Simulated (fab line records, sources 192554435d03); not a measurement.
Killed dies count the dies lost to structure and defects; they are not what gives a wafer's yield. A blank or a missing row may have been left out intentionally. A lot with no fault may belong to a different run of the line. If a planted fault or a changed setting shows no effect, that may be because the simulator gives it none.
fab line records	flow n5-finfet
record: lots: 24	wafers: 72	last-day: 18
route steps=1938 shown BEOL_M1@826 BEOL_M2@866
lots that met no fault: taken from a fault-free run of the same line
start-h: hours from the record's opening day to when the first of the lot's shown wafers began	wait-h: hours since the lot's step before	" the same as in the row above	L1.1+2: one row covering several wafers at once	- either no value or no given start	* or withheld: withheld	< > ~ a bound
route shown NAME@n: a module of which the file shows steps, and the number in the route of the first	usual: mean/standard deviation of fault-free wafers	same: alike in all rows	chamber/n: place in a boat	sites: per-site readings	_std_site: their standard deviation	_edge_site: inner sites' mean taken away from outer sites' mean	radius-mm: how far each site lies from the wafer's centre	mask NAME#n: copy n	behind: the most recent tool/chamber to have shaped the wafer	hold: what put the lot on hold/how long, in hours/how the hold closed	device: names the non-switching transistor (n, p or np)	end of line: the route-end tests of the same wafers	for a step that has no rows: nothing shown but its recipe	killed: count of dies lost to structure and defects at first sort (not the wafer's yield)	map: the dies of a wafer, with x for killed, . for not killed, _ for no die there
set.NAME: the run value of the setting; set.NAME@STEP: its run value at that earlier step	model.NAME: the simulator's own value behind a step, which no gauge read
the route's steps for a sample of lots (tables are steps, rows are wafers)
services: the hour from which a tool's chamber was out of use, counted from the record's first day as start-h (under 0 if before that day), plus the number of hours and why
== steps ==
step: N5_BEOL_M1_SPUTTER_92
recipe: material: Cu	target-thk-a: 45	temp-c: -20	chamber-pressure-pa: 0.07	power-w: withheld	time-s: 8.29
usual: throttle-valve-pct: 30.9/0.77
lot.wafer	tool	chamber	start-h	wait-h	throttle-valve-pct
L074.2	pvd-sputter-02	-	131.89	0.1	30.3
L074.3	"	-	"	"	31.1
L074.6	"	-	"	"	32.0
L075.1	pvd-sputter-01	-	134.83	0.1	30.6
L075.2	"	-	"	"	30.6
L075.3	"	-	"	"	31.3
L077.2	pvd-sputter-01	-	140.19	0.1	31.9
L077.3	"	-	"	"	30.9
L077.4	"	-	"	"	31.3
L076.1	pvd-sputter-01	-	142.03	0.1	31.2
L076.3	"	-	"	"	30.6
L076.4	"	-	"	"	30.3
L078.1	pvd-sputter-01	-	153.71	0.1	31.7
L078.2	"	-	"	"	31.6
L078.5	"	-	"	"	31.1
L079.2	pvd-sputter-03	-	155.94	0.1	30.2
L079.4	"	-	"	"	30.7
L079.5	"	-	"	"	30.5
L080.1	pvd-sputter-02	-	161.28	0.1	31.9
L080.3	"	-	"	"	31.0
L080.5	"	-	"	"	31.3
L081.2	pvd-sputter-02	-	165.80	0.1	31.2
L081.3	"	-	"	"	30.1
L081.6	"	-	"	"	29.9
L082.3	pvd-sputter-03	-	172.10	0.1	30.8
L082.4	"	-	"	"	29.2
L082.5	"	-	"	"	31.1
L083.3	pvd-sputter-03	-	180.33	0.1	31.2
L083.5	"	-	"	"	29.9
L083.6	"	-	"	"	30.5
L086.1	pvd-sputter-02	-	196.41	0.1	31.1
L086.3	"	-	"	"	30.2
L086.5	"	-	"	"	32.0
L084.2	pvd-sputter-01	-	196.49	0.1	31.8
L084.5	"	-	"	"	30.4
L084.6	"	-	"	"	31.4
L085.3	pvd-sputter-01	-	198.61	0.1	30.3
L085.4	"	-	"	"	30.6
L085.6	"	-	"	"	31.8
L087.2	pvd-sputter-02	-	210.47	0.1	31.4
L087.4	"	-	"	"	30.0
L087.5	"	-	"	"	31.0
L088.1	pvd-sputter-03	-	211.39	0.1	30.2
L088.2	"	-	"	"	30.4
L088.4	"	-	"	"	31.0
L089.1	pvd-sputter-03	-	217.87	0.1	31.2
L089.5	"	-	"	"	30.1
L089.6	"	-	"	"	29.2
L090.3	pvd-sputter-03	-	223.91	0.1	31.4
L090.5	"	-	"	"	30.7
L090.6	"	-	"	"	31.2
L091.1	pvd-sputter-02	-	227.36	0.1	31.2
L091.4	"	-	"	"	31.3
L091.5	"	-	"	"	31.5
L093.2	pvd-sputter-02	-	240.60	0.1	30.3
L093.3	"	-	"	"	32.0
L093.4	"	-	"	"	31.2
L092.4	pvd-sputter-01	-	246.13	0.1	30.3
L092.5	"	-	"	"	30.7
L092.6	"	-	"	"	30.5
L094.1	pvd-sputter-03	-	249.80	0.1	30.0
L094.4	"	-	"	"	31.1
L094.5	"	-	"	"	30.3
L095.2	pvd-sputter-02	-	272.39	0.1	31.1
L095.4	"	-	"	"	32.2
L095.6	"	-	"	"	31.2
L096.1	pvd-sputter-03	-	277.71	0.1	30.0
L096.5	"	-	"	"	30.7
L096.6	"	-	"	"	30.1
L097.1	pvd-sputter-02	-	278.04	0.1	30.1
L097.3	"	-	"	"	31.9
L097.5	"	-	"	"	30.3
step: N5_BEOL_M1_CMP_52
recipe: stop-on: SiOC	t-overpolish-s: 6.8	down-force-psi: 1	platen-rpm: 50	clearing-platen-down-force-psi: 1.5	clearing-platen-rpm: 50	post-cmp-clean: cu-alkaline	target-thk-nm: 40	clearing-platen-pad-velocity-m-s: 0.99484	pad-velocity-m-s: 0.99484
usual: barrier-field-endpoint-s: 24.4/0.54	head-pressure-psi: 1.0000/0.0022	motor-current-A: 6.0/0.45	overpolish-run-s: 6.799/0.0095	time-to-endpoint-s: 60.5/2.1
same: t-overpolish-s: 6.8
lot.wafer	tool	chamber	start-h	wait-h	barrier-field-endpoint-s	head-pressure-psi	motor-current-A	overpolish-run-s	time-to-endpoint-s
L074.2	cmp-01	1	133.08	0.4	24.5	0.9985	5.8	6.791	62.3
L074.3	"	2	"	"	24.2	0.9991	6.4	6.817	60.9
L074.6	"	0	"	"	24.7	1.0015	6.7	6.797	62.5
L075.3	cmp-04	0	135.80	0.2	24.3	1.0041	5.7	6.780	61.3
L075.1	"	1	"	"	23.2	1.0009	6.2	6.788	55.4
L075.2	"	2	"	"	24.3	0.9991	6.5	6.805	56.5
L077.2	cmp-01	0	141.16	0.2	24.2	0.9987	7.0	6.804	58.1
L077.3	"	1	"	"	24.2	1.0030	6.2	6.799	59.5
L077.4	"	2	"	"	24.2	0.9995	6.5	6.794	60.6
L076.1	cmp-01	0	143.02	0.3	24.5	1.0023	6.7	6.783	61.1
L076.3	"	1	"	"	24.2	0.9986	6.0	6.798	60.6
L076.4	"	2	"	"	23.9	1.0037	6.0	6.785	60.6
L078.1	cmp-04	3	154.64	0.3	23.8	0.9976	6.2	6.808	60.7
L078.2	"	2	"	"	23.9	1.0049	5.9	6.807	61.3
L078.5	"	3	"	"	24.4	0.9958	5.9	6.803	61.2
L079.4	cmp-04	1	156.88	0.1	24.7	1.0004	5.9	6.804	60.6
L079.2	"	2	"	"	24.3	1.0009	6.4	6.814	61.6
L079.5	"	1	"	"	24.5	1.0006	6.3	6.793	58.3
L080.1	cmp-03	2	162.21	0.3	24.1	1.0046	5.2	6.795	58.2
L080.3	"	0	"	"	23.9	0.9979	6.9	6.809	55.1
L080.5	"	2	"	"	24.4	0.9996	5.2	6.806	55.4
L081.2	cmp-04	2	166.77	0.2	23.4	1.0020	6.2	6.786	60.3
L081.3	"	3	"	"	24.8	1.0035	6.6	6.801	60.1
L081.6	"	2	"	"	24.6	0.9998	6.2	6.807	60.2
L082.4	cmp-04	2	173.03	0.1	24.5	0.9994	6.3	6.798	59.8
L082.3	"	0	"	"	23.8	1.0003	5.5	6.791	57.9
L082.5	"	2	"	"	24.5	0.9991	6.2	6.810	58.4
L083.3	cmp-04	3	181.30	0.2	24.2	0.9972	5.9	6.791	61.2
L083.5	"	2	"	"	24.4	1.0006	6.0	6.799	60.4
L083.6	"	3	"	"	25.0	0.9994	6.1	6.793	64.1
L086.3	cmp-03	2	197.38	0.2	23.4	1.0010	5.6	6.804	60.3
L086.1	"	3	"	"	23.3	0.9986	5.4	6.809	57.8
L086.5	"	1	"	"	24.5	1.0002	5.9	6.777	60.6
L084.2	cmp-04	2	197.50	0.3	24.4	0.9982	6.2	6.794	61.4
L084.6	"	0	"	"	24.8	1.0038	5.8	6.798	59.5
L084.5	"	1	"	"	24.4	0.9996	5.8	6.806	56.7
L085.3	cmp-03	1	199.66	0.2	24.2	1.0008	5.9	6.805	62.6
L085.4	"	3	"	"	24.5	1.0007	5.3	6.799	63.4
L085.6	"	2	"	"	24.5	1.0015	5.2	6.790	62.6
L087.2	cmp-03	2	211.75	0.5	25.3	1.0013	5.2	6.807	62.3
L087.4	"	3	"	"	25.2	1.0014	5.5	6.798	61.9
L087.5	"	0	"	"	25.0	1.0012	7.0	6.789	58.6
L088.4	cmp-03	2	212.70	0.3	24.5	0.9994	5.4	6.796	65.2
L088.1	"	3	"	"	24.3	1.0031	5.5	6.792	62.6
L088.2	"	0	"	"	24.2	0.9995	7.0	6.815	62.4
L089.1	cmp-04	2	218.93	0.4	24.6	0.9997	6.4	6.799	58.9
L089.5	"	3	"	"	25.5	0.9999	6.2	6.805	62.6
L089.6	"	0	"	"	25.4	1.0011	6.1	6.795	60.7
L090.3	cmp-01	2	224.99	0.3	24.1	1.0013	6.2	6.807	59.8
L090.5	"	3	"	"	25.4	1.0025	6.3	6.805	60.2
L090.6	"	0	"	"	25.1	1.0012	6.9	6.808	61.5
L091.4	cmp-04	0	228.29	0.1	25.0	1.0004	5.9	6.801	61.3
L091.1	"	3	"	"	24.7	1.0011	6.0	6.799	57.6
L091.5	"	0	"	"	25.1	0.9983	6.1	6.804	62.5
L093.4	cmp-01	3	241.53	0.1	24.7	0.9937	6.3	6.805	60.5
L093.3	"	0	"	"	24.2	0.9970	6.9	6.809	59.8
L093.2	"	1	"	"	24.3	0.9978	6.1	6.798	61.0
L092.4	cmp-03	0	247.07	0.1	24.6	1.0032	6.9	6.793	59.8
L092.5	"	0	"	"	25.1	1.0037	7.0	6.804	59.8
L092.6	"	1	"	"	24.5	1.0017	6.0	6.798	58.9
L094.4	cmp-04	1	250.74	0.1	24.8	1.0024	6.1	6.792	60.3
L094.1	"	2	"	"	24.4	0.9978	6.3	6.793	60.4
L094.5	"	2	"	"	25.0	0.9985	6.0	6.811	60.3
L095.2	cmp-04	2	273.32	0.2	24.9	0.9994	6.1	6.796	62.2
L095.4	"	0	"	"	25.3	0.9998	5.6	6.800	64.4
L095.6	"	3	"	"	25.8	0.9969	6.0	6.801	63.5
L096.1	cmp-03	0	278.72	0.3	24.2	0.9974	6.5	6.792	58.3
L096.5	"	2	"	"	24.1	0.9943	5.3	6.795	59.8
L096.6	"	3	"	"	24.8	1.0024	5.4	6.812	61.1
L097.1	cmp-03	0	279.04	0.3	23.6	0.9981	6.7	6.796	62.7
L097.3	"	1	"	"	23.9	0.9989	5.9	6.814	61.7
L097.5	"	3	"	"	24.0	0.9974	5.3	6.780	58.3
step: N5_BEOL_M1_THK_MEAS_53
recipe: thk-meas-gauge: xrf	reads: Cu_of_BEOL_M1_ECD_50
usual: M1_THK: 38.8/1.4
lot.wafer	tool	chamber	start-h	wait-h	M1_THK[nm]
L074.2	film-metro-01	-	133.34	-	37.4
L074.3	"	-	"	"	39.2
L074.6	"	-	"	"	40.0
L075.1	film-metro-01	-	136.05	-	37.1
L075.2	"	-	"	"	38.3
L075.3	"	-	"	"	38.9
L077.2	film-metro-02	-	141.42	-	37.5
L077.3	"	-	"	"	36.9
L077.4	"	-	"	"	38.0
L076.1	film-metro-02	-	143.32	-	40.2
L076.3	"	-	"	"	39.2
L076.4	"	-	"	"	39.2
L078.1	film-metro-02	-	154.93	-	38.3
L078.2	"	-	"	"	39.4
L078.5	"	-	"	"	41.7
L079.2	film-metro-02	-	157.17	-	37.6
L079.4	"	-	"	"	40.0
L079.5	"	-	"	"	39.4
L080.1	film-metro-01	-	162.51	-	37.5
L080.3	"	-	"	"	36.6
L080.5	"	-	"	"	40.6
L081.2	film-metro-01	-	167.03	-	35.4
L081.3	"	-	"	"	37.9
L081.6	"	-	"	"	37.5
L082.3	film-metro-01	-	173.33	-	39.7
L082.4	"	-	"	"	39.6
L082.5	"	-	"	"	40.1
L083.3	film-metro-01	-	181.55	-	39.3
L083.5	"	-	"	"	41.4
L083.6	"	-	"	"	42.4
L086.1	film-metro-02	-	197.63	-	38.6
L086.3	"	-	"	"	38.4
L086.5	"	-	"	"	40.9
L084.2	film-metro-01	-	197.72	-	38.0
L084.5	"	-	"	"	38.4
L084.6	"	-	"	"	39.7
L085.3	film-metro-01	-	199.96	-	40.2
L085.4	"	-	"	"	40.2
L085.6	"	-	"	"	40.7
L087.2	film-metro-02	-	211.96	-	38.1
L087.4	"	-	"	"	39.9
L087.5	"	-	"	"	39.5
L088.1	film-metro-02	-	212.95	-	37.2
L088.2	"	-	"	"	38.9
L088.4	"	-	"	"	39.9
L089.1	film-metro-01	-	219.11	-	37.1
L089.5	"	-	"	"	39.2
L089.6	"	-	"	"	38.0
L090.3	film-metro-02	-	225.17	-	36.6
L090.5	"	-	"	"	38.0
L090.6	"	-	"	"	39.2
L091.1	film-metro-02	-	228.59	-	36.8
L091.4	"	-	"	"	41.7
L091.5	"	-	"	"	39.3
L093.2	film-metro-02	-	241.82	-	39.2
L093.3	"	-	"	"	40.7
L093.4	"	-	"	"	39.6
L092.4	film-metro-02	-	247.36	-	38.9
L092.5	"	-	"	"	39.3
L092.6	"	-	"	"	40.1
L094.1	film-metro-02	-	251.03	-	38.3
L094.4	"	-	"	"	39.0
L094.5	"	-	"	"	40.1
L095.2	film-metro-01	-	273.62	-	38.0
L095.4	"	-	"	"	40.9
L095.6	"	-	"	"	38.5
L096.1	film-metro-02	-	278.94	-	37.7
L096.5	"	-	"	"	39.5
L096.6	"	-	"	"	39.4
L097.1	film-metro-02	-	279.27	-	37.9
L097.3	"	-	"	"	35.9
L097.5	"	-	"	"	38.1
step: N5_BEOL_M2_CD_MEAS_18
recipe: pitch-nm: 36	target-cd-nm: 18
usual: cd-nm: 18.1/0.3
lot.wafer	tool	chamber	start-h	wait-h	cd-nm
L074.2	cd-sem-03	-	138.51	0.1	18.0
L074.3	"	-	"	"	18.6
L074.6	"	-	"	"	18.7
L075.1	cd-sem-01	-	138.77	0.0	18.0
L075.2	"	-	"	"	18.5
L075.3	"	-	"	"	18.1
L077.2	cd-sem-03	-	144.03	0.1	18.3
L077.3	"	-	"	"	17.9
L077.4	"	-	"	"	17.8
L076.1	cd-sem-03	-	145.84	0.0	17.8
L076.3	"	-	"	"	18.3
L076.4	"	-	"	"	17.8
L078.1	cd-sem-01	-	160.99	0.0	18.4
L078.2	"	-	"	"	17.9
L078.5	"	-	"	"	18.2
L079.2	cd-sem-02	-	161.18	0.1	17.9
L079.4	"	-	"	"	18.2
L079.5	"	-	"	"	18.0
L080.1	cd-sem-03	-	164.42	0.0	17.5
L080.3	"	-	"	"	17.9
L080.5	"	-	"	"	17.7
L081.2	cd-sem-01	-	169.15	0.1	18.4
L081.3	"	-	"	"	18.1
L081.6	"	-	"	"	18.4
L082.3	cd-sem-03	-	178.18	0.1	18.3
L082.4	"	-	"	"	17.8
L082.5	"	-	"	"	18.3
L083.3	cd-sem-01	-	183.46	0.1	18.3
L083.5	"	-	"	"	18.5
L083.6	"	-	"	"	18.4
L084.2	cd-sem-01	-	201.01	0.1	18.1
L084.5	"	-	"	"	17.9
L084.6	"	-	"	"	18.1
L086.1	cd-sem-02	-	201.24	0.0	17.9
L086.3	"	-	"	"	17.9
L086.5	"	-	"	"	17.6
L085.3	cd-sem-03	-	203.11	0.1	17.7
L085.4	"	-	"	"	17.9
L085.6	"	-	"	"	17.9
L087.2	cd-sem-03	-	214.64	0.1	17.8
L087.4	"	-	"	"	18.1
L087.5	"	-	"	"	18.3
L088.1	cd-sem-02	-	215.50	0.0	17.9
L088.2	"	-	"	"	18.5
L088.4	"	-	"	"	18.0
L089.1	cd-sem-01	-	221.61	0.1	18.4
L089.5	"	-	"	"	18.2
L089.6	"	-	"	"	18.0
L090.3	cd-sem-03	-	226.67	0.1	18.1
L090.5	"	-	"	"	18.6
L090.6	"	-	"	"	17.8
L091.1	cd-sem-01	-	230.23	0.0	18.2
L091.4	"	-	"	"	17.5
L091.5	"	-	"	"	17.7
L093.2	cd-sem-02	-	244.71	0.1	17.7
L093.3	"	-	"	"	18.2
L093.4	"	-	"	"	17.9
L092.4	cd-sem-01	-	249.16	0.1	17.8
L092.5	"	-	"	"	17.7
L092.6	"	-	"	"	17.9
L094.1	cd-sem-03	-	252.79	0.1	18.1
L094.4	"	-	"	"	18.6
L094.5	"	-	"	"	18.6
L095.2	cd-sem-03	-	276.59	0.1	17.6
L095.4	"	-	"	"	18.0
L095.6	"	-	"	"	17.9
L096.1	cd-sem-02	-	282.02	0.0	17.7
L096.5	"	-	"	"	18.6
L096.6	"	-	"	"	17.8
L097.1	cd-sem-03	-	282.44	0.0	18.4
L097.3	"	-	"	"	18.3
L097.5	"	-	"	"	17.8
step: N5_BEOL_M2_ETCHBACK_99
recipe: chemistry: CHF3	target: SiO2	target-depth-a: 50	time-s: 10.4	source-w: 215	bias-w: 47	Ar_flow_sccm: 200	CHF3_flow_sccm: 12	ion-energy-ev: 100	pressure-mtorr: 30
usual: drypump-motor-current-A: 5.9/0.4	oes-product-au: 0.81/0.095	rf-vpp-V: 239.8/2.6	showerhead-plenum-p-Torr: 2.15/0.071	throttle-valve-pct: 16.89/0.22
lot.wafer	tool	chamber	start-h	wait-h	drypump-motor-current-A	oes-product-au	rf-hours-counter-h	rf-vpp-V	showerhead-plenum-p-Torr	throttle-valve-pct
L074.2	rie-diel-01	2	139.36	0.2	5.6	0.77	159	234.3	2.15	16.77
L074.3	"	3	"	"	6.2	0.89	32	241.2	2.28	16.71
L074.6	"	0	"	"	6.1	0.69	-	238.3	2.21	16.93
L075.1	rie-diel-02	2	139.79	0.1	5.6	0.99	2	238.9	2.20	17.17
L075.2	"	3	"	"	5.9	0.82	81	241.9	2.19	17.09
L075.3	"	1	"	"	4.8	0.70	217	240.7	2.05	16.99
L077.2	rie-diel-02	3	147.11	1.8	5.8	0.81	84	242.0	2.19	17.08
L077.3	"	0	"	"	5.5	0.81	96	240.4	2.18	16.66
L077.4	"	1	"	"	4.8	0.70	220	239.7	2.04	17.01
L076.1	rie-diel-03	3	147.87	0.8	6.3	0.71	231	239.0	2.14	17.42
L076.3	"	2	"	"	6.4	0.73	183	243.5	2.05	16.99
L076.4	"	1	"	"	5.8	0.73	190	241.0	2.23	17.01
L078.1	rie-diel-01	2	163.22	1.6	5.5	0.76	169	235.3	2.15	16.82
L078.2	"	1	"	"	5.9	0.90	27	238.3	2.10	16.81
L078.5	"	2	"	"	5.6	0.76	-	236.2	2.15	16.81
L079.2	rie-diel-03	2	166.57	4.6	6.4	0.72	189	242.8	2.05	17.00
L079.4	"	2	"	"	6.4	0.72	-	244.2	2.05	17.00
L079.5	"	3	"	"	6.3	0.70	-	237.7	2.13	17.43
L080.1	rie-diel-01	1	166.62	1.6	5.9	0.89	29	237.5	2.10	16.80
L080.3	"	2	"	"	5.6	0.76	170	234.7	2.15	16.82
L080.5	"	1	"	"	5.9	0.88	-	238.6	2.10	16.81
L081.2	rie-diel-02	3	172.23	2.1	5.8	0.80	91	241.6	2.18	17.11
L081.3	"	0	"	"	5.5	0.80	104	238.6	2.17	16.71
L081.6	"	3	"	"	5.9	0.81	-	243.1	2.18	17.10
L082.3	rie-diel-01	3	181.63	2.8	6.2	0.85	51	243.5	2.28	16.74
L082.4	"	2	"	"	5.6	0.75	178	233.9	2.15	16.82
L082.5	"	2	"	"	5.6	0.75	-	235.6	2.15	16.83
L083.3	rie-diel-02	2	187.06	3.0	5.6	0.93	17	237.9	2.20	17.20
L083.5	"	1	"	"	4.8	0.69	-	240.1	2.04	17.02
L083.6	"	0	"	"	5.5	0.79	-	238.4	2.17	16.69
L084.2	rie-diel-01	1	203.64	2.0	5.9	0.86	43	236.7	2.10	16.83
L084.5	"	1	"	"	5.9	0.87	-	235.8	2.10	16.83
L084.6	"	0	"	"	6.2	0.93	-	238.6	2.20	16.50
L086.1	rie-diel-03	1	203.68	1.5	5.8	0.71	214	240.3	2.22	17.05
L086.3	"	2	"	"	6.4	0.71	207	242.6	2.04	17.02
L086.5	"	0	"	"	6.3	0.97	-	240.0	2.11	16.51
L085.3	rie-diel-03	0	207.89	4.2	6.3	0.97	3	240.3	2.11	16.50
L085.4	"	2	"	"	6.4	0.71	-	241.9	2.04	17.02
L085.6	"	1	"	"	5.8	0.72	-	240.8	2.22	17.04
L087.2	rie-diel-03	2	217.95	2.7	6.4	0.71	212	242.8	2.04	17.03
L087.4	"	0	"	"	6.3	0.94	-	241.0	2.11	16.52
L087.5	"	1	"	"	5.8	0.70	-	239.7	2.22	17.05
L088.1	rie-diel-01	1	218.72	2.4	5.9	0.86	48	238.3	2.09	16.85
L088.2	"	0	"	"	6.2	0.91	19	239.0	2.20	16.52
L088.4	"	2	"	"	5.6	0.74	193	235.0	2.14	16.85
L089.1	rie-diel-01	0	224.13	1.5	6.2	0.90	21	238.1	2.20	16.52
L089.5	"	1	"	"	5.9	0.85	-	236.5	2.09	16.85
L089.6	"	2	"	"	5.6	0.74	-	236.2	2.14	16.86
L090.3	rie-diel-03	0	228.74	1.2	6.3	0.93	14	241.7	2.11	16.52
L090.5	"	0	"	"	6.3	0.91	-	242.3	2.11	16.52
L090.6	"	2	"	"	6.4	0.70	-	242.6	2.04	17.05
L091.1	rie-diel-01	1	233.50	2.4	5.9	0.86	54	237.2	2.09	16.85
L091.4	"	2	"	"	5.6	0.73	-	234.4	2.14	16.84
L091.5	"	1	"	"	5.9	0.85	-	237.4	2.09	16.86
L093.2	rie-diel-03	1	246.27	0.3	5.8	0.70	232	241.1	2.21	17.08
L093.3	"	0	"	"	6.3	0.91	20	241.1	2.10	16.53
L093.4	"	2	"	"	6.4	0.70	224	245.1	2.03	17.06
L092.4	rie-diel-03	2	250.42	0.6	6.4	0.70	226	242.6	2.03	17.05
L092.5	"	2	"	"	6.4	0.69	-	243.5	2.03	17.06
L092.6	"	1	"	"	5.8	0.70	-	240.9	2.21	17.07
L094.1	rie-diel-01	2	254.09	0.6	5.6	0.74	206	232.9	2.14	16.88
L094.4	"	0	"	"	6.2	0.89	31	238.9	2.19	16.55
L094.5	"	1	"	"	5.9	0.85	-	236.8	2.09	16.88
L095.2	rie-diel-03	2	277.87	0.5	6.4	0.69	234	242.3	2.03	17.07
L095.4	"	0	"	"	6.3	0.89	30	242.1	2.10	16.57
L095.6	"	0	"	"	6.3	0.88	-	241.8	2.10	16.56
L096.1	rie-diel-02	2	283.74	1.0	5.6	0.88	52	239.0	2.19	17.27
L096.5	"	3	"	"	5.8	0.76	-	243.2	2.17	17.18
L096.6	"	0	"	"	5.5	0.77	-	238.9	2.16	16.77
L097.1	rie-diel-02	0	286.88	3.7	5.5	0.76	146	239.0	2.16	16.76
L097.3	"	3	"	"	5.9	0.75	132	241.6	2.17	17.20
L097.5	"	2	"	"	5.6	0.86	-	238.7	2.19	17.27
step: N5_BEOL_M2_SURFACE_TREAT_85
recipe: gas: Ar	time-s: *	ion-energy-ev: *	ion-current-ma-cm2: 0.5	pressure-mtorr: *	ar-flow-sccm: 30
usual: throttle-valve-pct: *
lot.wafer	tool	chamber	start-h	wait-h	throttle-valve-pct
L074.2	pvd-sputter-03	-	140.28	0.1	*
L074.3	"	-	"	"	*
L074.6	"	-	"	"	*
L075.1	pvd-sputter-02	-	142.34	1.8	*
L075.2	"	-	"	"	*
L075.3	"	-	"	"	*
L077.2	pvd-sputter-01	-	148.35	0.2	*
L077.3	"	-	"	"	*
L077.4	"	-	"	"	*
L076.1	pvd-sputter-01	-	148.84	0.1	*
L076.3	"	-	"	"	*
L076.4	"	-	"	"	*
L078.1	pvd-sputter-01	-	164.80	0.4	*
L078.2	"	-	"	"	*
L078.5	"	-	"	"	*
L080.1	pvd-sputter-01	-	167.92	0.2	*
L080.3	"	-	"	"	*
L080.5	"	-	"	"	*
L079.2	pvd-sputter-02	-	167.93	0.3	*
L079.4	"	-	"	"	*
L079.5	"	-	"	"	*
L081.2	pvd-sputter-02	-	173.76	0.2	*
L081.3	"	-	"	"	*
L081.6	"	-	"	"	*
L082.3	pvd-sputter-01	-	182.85	0.2	*
L082.4	"	-	"	"	*
L082.5	"	-	"	"	*
L083.3	pvd-sputter-02	-	188.24	0.4	*
L083.5	"	-	"	"	*
L083.6	"	-	"	"	*
L084.2	pvd-sputter-02	-	204.99	0.3	*
L084.5	"	-	"	"	*
L084.6	"	-	"	"	*
L086.1	pvd-sputter-01	-	207.03	0.2	*
L086.3	"	-	"	"	*
L086.5	"	-	"	"	*
L085.3	pvd-sputter-01	-	209.55	0.1	*
L085.4	"	-	"	"	*
L085.6	"	-	"	"	*
L087.2	pvd-sputter-03	-	219.21	0.2	*
L087.4	"	-	"	"	*
L087.5	"	-	"	"	*
L088.1	pvd-sputter-03	-	220.11	0.3	*
L088.2	"	-	"	"	*
L088.4	"	-	"	"	*
L089.1	pvd-sputter-03	-	226.01	0.4	*
L089.5	"	-	"	"	*
L089.6	"	-	"	"	*
L090.3	pvd-sputter-01	-	231.74	0.2	*
L090.5	"	-	"	"	*
L090.6	"	-	"	"	*
L091.1	pvd-sputter-02	-	235.17	0.1	*
L091.4	"	-	"	"	*
L091.5	"	-	"	"	*
L093.2	pvd-sputter-03	-	247.34	0.1	*
L093.3	"	-	"	"	*
L093.4	"	-	"	"	*
L092.4	pvd-sputter-02	-	252.00	0.3	*
L092.5	"	-	"	"	*
L092.6	"	-	"	"	*
L094.1	pvd-sputter-03	-	255.82	0.2	*
L094.4	"	-	"	"	*
L094.5	"	-	"	"	*
L095.2	pvd-sputter-02	-	279.16	0.2	*
L095.4	"	-	"	"	*
L095.6	"	-	"	"	*
L096.1	pvd-sputter-02	-	284.86	0.2	*
L096.5	"	-	"	"	*
L096.6	"	-	"	"	*
L097.1	pvd-sputter-02	-	288.18	0.1	*
L097.3	"	-	"	"	*
L097.5	"	-	"	"	*
== services ==
tool	chamber	start-h	hours	kind
pvd-sputter-02	-	115.51	1.1	repair
cmp-03	-	120.56	4.7	pm
rie-diel-01	1	121.69	7.3	repair
cmp-03	-	133.54	4.0	repair
cmp-01	-	133.97	2.0	repair
rie-diel-01	0	144.08	-	clean
rie-diel-02	3	152.96	1.8	repair
rie-diel-03	0	165.62	14.4	repair
cmp-01	-	165.72	20.0	pm
cmp-03	-	167.87	1.6	repair
rie-diel-01	1	172.82	7.6	repair
rie-diel-02	0	174.77	2.9	repair
cmp-03	-	181.19	5.3	repair
cmp-01	-	191.11	0.3	repair
cmp-03	-	208.50	1.8	repair
rie-diel-01	3	225.93	4.2	repair
cmp-04	-	229.25	4.0	pm
cmp-04	-	233.25	-	consumable-replace:conditioner
cmp-04	-	233.25	-	consumable-replace:pad
cmp-03	-	234.58	4.0	pm
cmp-01	-	240.50	0.6	repair
cmp-03	-	263.00	0.4	repair
cmp-04	-	265.45	1.7	repair
cmp-01	-	279.26	2.2	repair
== key ==
fault none
